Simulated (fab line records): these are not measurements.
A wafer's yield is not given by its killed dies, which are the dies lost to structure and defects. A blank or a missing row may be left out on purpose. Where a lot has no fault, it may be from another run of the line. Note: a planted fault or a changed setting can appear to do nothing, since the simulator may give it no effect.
fab line records -- flow n5Finfet
record lots=3, wafers=9, lastDay=17
route steps=1938 shown BEOL_M9@1452 BEOL_M10@1470 PASSIVATION@1936
lots untouched by any fault: they come from a run of this same line in which no faults occurred
startH: start of the lot's first displayed wafer, in hours after the record's first day -- waitH: hours since the lot's step before -- " identical to the entry in the row above -- L1.1+2: several wafers, shown together as one row -- - no value, or no start was given -- * or withheld: withheld -- < > ~ a bound
route shown NAME@n: a module of which the file shows steps, and the number in the route of the first -- usual: mean and standard deviation over wafers with no fault -- same: alike in all rows -- chamber/n: place in a boat -- sites: each site's reading -- _std_site: standard deviation across them -- _edge_site: inner sites' mean taken away from outer sites' mean -- radiusMm: how far each site lies from the wafer's centre -- mask NAME#n: copy n -- behind: the last tool/chamber to shape the wafer -- hold: reason for holding the lot/hours on hold/outcome of the hold -- device: transistor that didn't switch, given as n, p or np -- end of line: the same wafers' tests at the end of the route -- for a step that has no rows: nothing shown but its recipe -- killed: not the wafer's yield, but the dies lost to structure and defects at the first sort -- map: the dies of a wafer, with x for killed, . for not killed, _ for no die there
set.NAME: setting as actually run; set.NAME@STEP: the setting as run at that earlier step -- model.NAME: the simulator's own value behind a step, which no gauge read
lots at some steps of the route; a table a step, a row a wafer
services: the hour from which a tool's chamber was out of use, counted from the record's first day as startH (under 0 if before that day), plus the number of hours and why
## steps
# step N5_BEOL_M9_PRECLEAN_42
# recipe chemistry=residueRemover, timeS=60, tempC=40
# step N5_BEOL_M9_SRD_43
# recipe timeS=30, tempC=23, rinseLiquid=diw, dry=ipaMarangoni
# step N5_BEOL_M9_CURE_72
# recipe tempC=370, timeS=120, ambient=DMADMS/He, material=SiCOH_lowk
# step N5_BEOL_M9_DEGAS_44
# recipe ambient=vacuum, tempC=250, timeS=60
# step N5_BEOL_M9_PRE_CLEAN_45
# recipe gas=H2/He, timeS=30, tempC=250
# step N5_BEOL_M9_ALD_74
# recipe material=TaN, targetThkA=20, tempC=275, aldPrecursorFamily=PDMAT, aldCoReactant=NH3, pressureTorr=3, carrierFlowSccm=1500, pulseTimeS=2, purgeTimeS=3, coReactantPurgeTimeS=2, coReactantPulseTimeS=3, aldCycles=40, precursorVesselTempC=75, precursorVesselPressureTorr=26.25, precursorVesselCarrierSccm=1000
# step N5_BEOL_M9_SURFACE_TREAT_79
# recipe gas=Ar, timeS=*, ionEnergyEv=*, ionCurrentMaCm2=0.5, pressureMtorr=*, arFlowSccm=30
# step N5_BEOL_M9_CVD_78
# recipe material=Co, targetThkA=20, tempC=withheld, precursor=CCTBA/H2, pressureTorr=30, timeS=138.9
# step N5_BEOL_M9_SPUTTER_48
# recipe material=Cu, targetThkA=120, tempC=-20, biasV=60, powerW=26000, chamberPressurePa=0.13, timeS=2
# step N5_BEOL_M9_ECD_50
# recipe material=Cu, targetThkA=3180
# step N5_BEOL_M9_ANNEAL_51
# recipe tempC=225, timeS=90, ambient=N2
# step N5_BEOL_M9_CMP_52
# recipe stopOn=SiCOH_lowk, tOverpolishS=7, downForcePsi=1, platenRpm=50, clearingPlatenDownForcePsi=1.5, clearingPlatenRpm=50, postCmpClean=cuAlkaline, targetThkNm=140, clearingPlatenPadVelocityMS=0.99484, padVelocityMS=0.99484
# usual barrierFieldEndpointS=28.7/0.96, headPressurePsi=1.0001/0.0021, motorCurrentA=6.0/0.42, overpolishRunS=6.999/0.0086, padLifeWafers=1283/570, timeToEndpointS=65/3.6
lot.wafer,tool,chamber,startH,waitH,barrierFieldEndpointS,headPressurePsi,motorCurrentA,overpolishRunS,padLifeWafers,timeToEndpointS
L853.1,cmp-04,2,228.72,0.3,29.2,1.0006,5.8,7.021,745,69
L853.4,cmp-04,3,228.72,0.3,28.6,1.0005,6.3,6.995,746,62
L853.2,cmp-04,0,228.72,0.3,29.8,0.9981,6.3,6.992,747,71
L859.1,cmp-04,2,292.03,0.3,28.2,1.0005,5.6,7.000,1248,65
L859.2,cmp-04,3,292.03,0.3,27.6,0.9998,6.6,7.005,1249,59
L859.4,cmp-04,0,292.03,0.3,28.3,1.0015,6.0,7.006,1250,65
L871.4,cmp-04,0,357.44,0.2,28.4,1.0027,5.9,7.008,1844,65
L871.5,cmp-04,2,357.44,0.2,28.7,0.9993,5.7,6.993,-,66
L871.6,cmp-04,3,357.44,0.2,28.0,1.0051,6.6,7.008,-,62
# step N5_BEOL_M9_PRE_CLEAN_55
# recipe gas=NH3, timeS=15, tempC=withheld, rfPowerW=300
# step N5_BEOL_M9_DEP_56
# recipe material=SiCN, targetThkA=150, tempC=withheld, precursor=3MS/NH3, pressureTorr=3, rfW=202, timeS=26.5
# step N5_BEOL_M9_INSPECT_58
# recipe inspectInstrument=darkfield, mode=postDep
# usual rawDefectCount=71/22
lot.wafer,tool,chamber,startH,waitH,rawDefectCount
L853.1,defectInspect-02,-,229.14,0.0,71
L853.2,defectInspect-02,-,229.14,0.0,62
L853.4,defectInspect-02,-,229.14,0.0,80
L859.1,defectInspect-01,-,292.49,0.0,110
L859.2,defectInspect-01,-,292.49,0.0,94
L859.4,defectInspect-01,-,292.49,0.0,562
L871.4,defectInspect-01,-,357.85,0.0,86
L871.5,defectInspect-01,-,357.85,0.0,90
L871.6,defectInspect-01,-,357.85,0.0,90
# step N5_BEOL_M10_ILD_DEP_00
# recipe material=SiCOH_lowk, targetThkA=3085.1, tempC=300, precursor=DEMS/porogen, pressureTorr=5, rfW=500, timeS=58
# step N5_BEOL_M10_CURE_71
# recipe tempC=385, timeS=240, ambient=He/Ar, material=SiCOH_lowk
# step N5_BEOL_M10_PECVD_70
# recipe material=SiO2, targetThkA=200, tempC=400, precursor=TEOS/O2, pressureTorr=5.5, rfW=450, teosFlowSccm=53.8, gas=O2, flowSccm=3000, timeS=22.7
# step N5_BEOL_M10_HM_DEP_02
# recipe material=TiN, targetThkA=200, tempC=25, chamberPressurePa=0.49996
# step N5_BEOL_M10_COAT_59
# recipe resist=SOC, tempC=250, timeS=60, spinRpm=1500, resistThkNm=100
# step N5_BEOL_M10_COAT_60
# recipe resist=SiARC, tempC=220, timeS=60, spinRpm=1500, resistThkNm=30
# step N5_BEOL_M10_COAT_05
# recipe resist=CAR-ArF, spinRpm=1500, resistThkNm=90
# step N5_BEOL_M10_EBR_07
# recipe solvent=PGMEA, ebrWidthMm=1.5
# step N5_BEOL_M10_SOFTBAKE_06
# recipe tempC=110, timeS=60, resist=CAR-ArF
# step N5_BEOL_M10_EXPOSE_08
# recipe maskId=M10, na=1.35, sourceShape=dipole, sigmaInner=0.411, sigmaOuter=0.611, polarization=te, doseMj=53.75
# step N5_BEOL_M10_PEB_09
# recipe pebTempC=withheld, pebTimeS=60, resist=CAR-ArF
# step N5_BEOL_M10_DEVELOP_10
# recipe developTimeS=30, developer=TMAH, resist=CAR-ArF, rinseLiquid=diw, dry=airSpin, devTempC=23
# step N5_BEOL_M10_INSPECT_13
# recipe mode=adi, inspectInstrument=brightfield
# usual rawDefectCount=421/84
lot.wafer,tool,chamber,startH,waitH,rawDefectCount
L853.1,defectInspect-02,-,231.62,0.0,316
L853.2,defectInspect-02,-,231.62,0.0,345
L853.4,defectInspect-02,-,231.62,0.0,351
L859.1,defectInspect-01,-,294.30,0.0,530
L859.2,defectInspect-01,-,294.30,0.0,445
L859.4,defectInspect-01,-,294.30,0.0,887
L871.4,defectInspect-02,-,362.78,0.0,452
L871.5,defectInspect-02,-,362.78,0.0,585
L871.6,defectInspect-02,-,362.78,0.0,444
# step N5_BEOL_M10_DESCUM_16
# recipe chemistry=O2, timeS=7.9, sourcePowerW=50, biasPowerW=20, pressureMtorr=20, rfFrequencyHz=2.712e+07, tempC=40, resist=CAR-ArF, o2FlowSccm=225
# step N5_BEOL_M10_ETCH_61
# recipe chemistry=CF4, target=SiARC, targetDepthA=390, maskMaterial=CAR-ArF, timeS=65, ionEnergyEv=80, pressureMtorr=40, sourceW=545, biasW=36, Ar_flow_sccm=100, cf4FlowSccm=100, ends=cleared
# step N5_BEOL_M10_ETCH_62
# recipe chemistry=N2/H2, target=SOC, targetDepthA=1100, overetchA=220, maskMaterial=SiARC, tempC=40, timeS=165, ionEnergyEv=200, pressureMtorr=30, sourceW=840, biasW=150, n2FlowSccm=200, h2FlowSccm=200
# step N5_BEOL_M10_STRIP_68
# recipe chemistry=N2/H2, tempC=40, n2FlowSccm=200, h2FlowSccm=200, rfFrequencyHz=6e+07
# step N5_BEOL_M10_STRIP_67
# recipe chemistry=CF4, resist=SiARC, powerW=300, biasPowerW=75, pressureMtorr=50, cf4FlowSccm=150, rfFrequencyHz=6e+07
# step N5_BEOL_M10_HM_OPEN_17
# recipe chemistry=Cl2/BCl3, targetDepthA=200, overetchA=60, target=TiN, maskMaterial=SOC, ionEnergyEv=150, pressureMtorr=10, icpW=1000, biasW=126, Cl2_flow_sccm=53.25, bcl3FlowSccm=21.75, Ar_flow_sccm=25
# step N5_BEOL_M10_STRIP_19
# recipe chemistry=O2, powerW=400, tempC=40, pressureMtorr=30, rfFrequencyHz=6e+07, biasPowerW=0, overashFraction=0.2, o2FlowSccm=225
# step N5_BEOL_M10_INSPECT_30
# recipe mode=adi, inspectInstrument=brightfield
# usual rawDefectCount=422/85
lot.wafer,tool,chamber,startH,waitH,rawDefectCount
L853.1,defectInspect-02,-,233.55,0.0,331
L853.2,defectInspect-02,-,233.55,0.0,358
L853.4,defectInspect-02,-,233.55,0.0,370
L859.1,defectInspect-02,-,295.98,0.0,555
L859.2,defectInspect-02,-,295.98,0.0,475
L859.4,defectInspect-02,-,295.98,0.0,873
L871.4,defectInspect-02,-,363.87,0.0,459
L871.5,defectInspect-02,-,363.87,0.0,593
L871.6,defectInspect-02,-,363.87,0.0,454
# step N5_PASSIVATION_PROBE_49
# usual defectLimitedYield=91.1/1.4, killed_at_M0_to_M3=34/9.7, killed_at_M4_up=13/5.1, killedAtContacts=14/6.3, killedAtFrontEnd=40/11, killedAtOther=3.5/2.7, killedDies=105/16, killedOnRim=13/4.1, killedOpen=70/12, killedShort=34/7.8, sort_bin_4_leakage=0.02/0.13, sort_bin_5_function=5.2/0.88, sort_bin_6_memory=3.3/0.7, sortNPass=1074/17, sortYieldPct=91.0/1.5
# same grossDies=1180, killedAtBackSide=0, sort_bin_8_speed[%]=0
lot.wafer,tool,chamber,startH,waitH,defectLimitedYield[%],killed_at_M0_to_M3,killed_at_M4_up,killedAtContacts,killedAtFrontEnd,killedAtOther,killedDies,killedOnRim,killedOpen,killedShort,sort_bin_4_leakage[%],sort_bin_5_function[%],sort_bin_6_memory[%],sortNPass,sortYieldPct[%]
L859.4,prober-01,-,355.60,0.2,61.1,17,373,12,55,2,459,55,70,34,0,22.0,15.0,721,61.1
# killed by level:class
L859.4 BEOL_M9:unspecified=355 STI_FIN_REVEAL:geometricParticle:open=25 MOL_CONTACT_COAG:geometricParticle:open=11 FIN_SAQP:geometricParticle:short=6 GATE_CUT:geometricParticle:short=6 BEOL_M3:geometricParticle:open=6 BEOL_M4:geometricParticle:open=6 FIN_SAQP:geometricParticle:open=4
# map L859.4 (x killed, . not)
_________________....xx.x....________________
______________x...x.xxx..xx..x.x_____________
___________.xx.....x.x.x.x.xxx..x.x__________
__________.xx.xx...x..x....x.xx....x_________
________.....x.x.xx.xxx......x.x......_______
_______x..x.x....x.....xx..xx......x...______
______.xxxx..x.xxx..xx...x.xx..xx.xx.xx._____
_____.x..xxxxxxx.x...x.xxx.....xxx.xxx.xx____
____.x...x...x.x.....x...xx..xxx..x.....xx___
___.xx...x....xx.......x.x..xx....x.x...x..__
___xx..x.xx..xxx....x..xx...x.x.x.x......x.__
__x.xxx.x...xx.x.....xx.....xx.xx.......xxxx_
__xxxx.xx.x..x.xx..x....x...x.xxxxxx....x..._
_xx.xx..x........x....x.......x..xxx.....x.x.
_.......x.x...x..x........x....x.........xx..
_.xx.xxxx..xx.x.xx.x.x...x......xxxxxx.x...x.
_....xxx...xxx.x..x.xxx.xx.xx.x...xxx.xx.x..x
_..x........xx..x.xx.x.x..x..x.....xx.x..x.x.
_x...x....x..xxx..x..xx.....xxx.....xx.xxxx..
_x....x....x.x.x.xx.x.xx..x...x........x.....
_x..x...xx.x.......x..xx.x....xx..x..xx.x.x..
__xx.x..xxx.x.......xxxx..xx.x..xxxx....xx.._
__x..xx...x.xx...xxxx.xx............xxx.xxx._
___.x...xx.x....x....xxxxx...x....xxxx.x.x.__
___..x..xx..x...x..xxx...xxxxx...xx...xxx..__
____x..x.xx....x..x.x..x..x..x......x..x..___
_____....xx...x.x.x.xx...x.......x.x....x____
______x.xx..xx.....x.x.xxxxxx.xx..x..x.x_____
_______.xx.x..x...xx.x.xx..x.....x.....______
________x....x.x...x....xxxx...x...xx._______
__________x.xx....xxx..x.x......xxxx_________
___________x.....x.........x.x.....__________
______________....x....x.x....x._____________
_________________x.xxx.....x.________________
# map L853.1 (x killed, . not)
_________________...x...x....________________
______________.....x..x........x_____________
___________...........x.x..xx......__________
__________........................x._________
________..x..........x....x........x.._______
_______...........x.......x............______
______xx..x....x........................_____
_____.................x...........x.x.x..____
____.....x...x......x..x......x...........___
___..x.......x.......x.........x...........__
___.......x................x.x.x...x..x....__
__.....x......................x....x........_
__............x..x....x...x...............x._
_...............x...x........................
_..x.......x..x..............................
_........x...x..........xx........x.x........
_x.....xx..................x.................
_........................x.......x...........
_........x.....x.............................
_.........xx.xx.x..x.........................
_.....x........................x........x....
__..x.............x.....x..................._
__.........................................._
___...x........x...x......x.x.x......x.....__
___x.x............x.x........x.............__
____x....xx.....x......x..................___
_____x.........x....................x....____
______.................................._____
_______......x......x..x...xx..........______
________........x.x......xx.....x...x._______
__________..x....x..............x.x._________
___________........................__________
______________x................._____________
_________________............________________
## services
tool,chamber,startH,hours,kind
cmp-04,-,319.06,4.5,pm
## key
firstSign step=N5_BEOL_M9_INSPECT_58, reading=rawDefectCount, direction=up, sigmas=22, usual=71, struck=562
effect step=N5_BEOL_M10_INSPECT_13, reading=rawDefectCount, direction=up, sigmas=5.5, usual=421, struck=887
effect step=N5_BEOL_M10_INSPECT_30, reading=rawDefectCount, direction=up, sigmas=5.3, usual=422, struck=873
effect step=N5_PASSIVATION_PROBE_49, reading=killed_at_M4_up, direction=up, sigmas=70, usual=13, struck=373
moreKillsBornAt N5_BEOL_M9_CMP_52@cmp-04=355
metAt N5_BEOL_M9_CMP_52
struckWafers L859.4
onsetBetween 228.72 292.03
fault kind=chamberParticleSource, tool=cmp-04, chamber=0, onsetH=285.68, steps=N5_BEOL_M9_CMP_52, ratePerVisitCm2=0.70154, endH=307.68
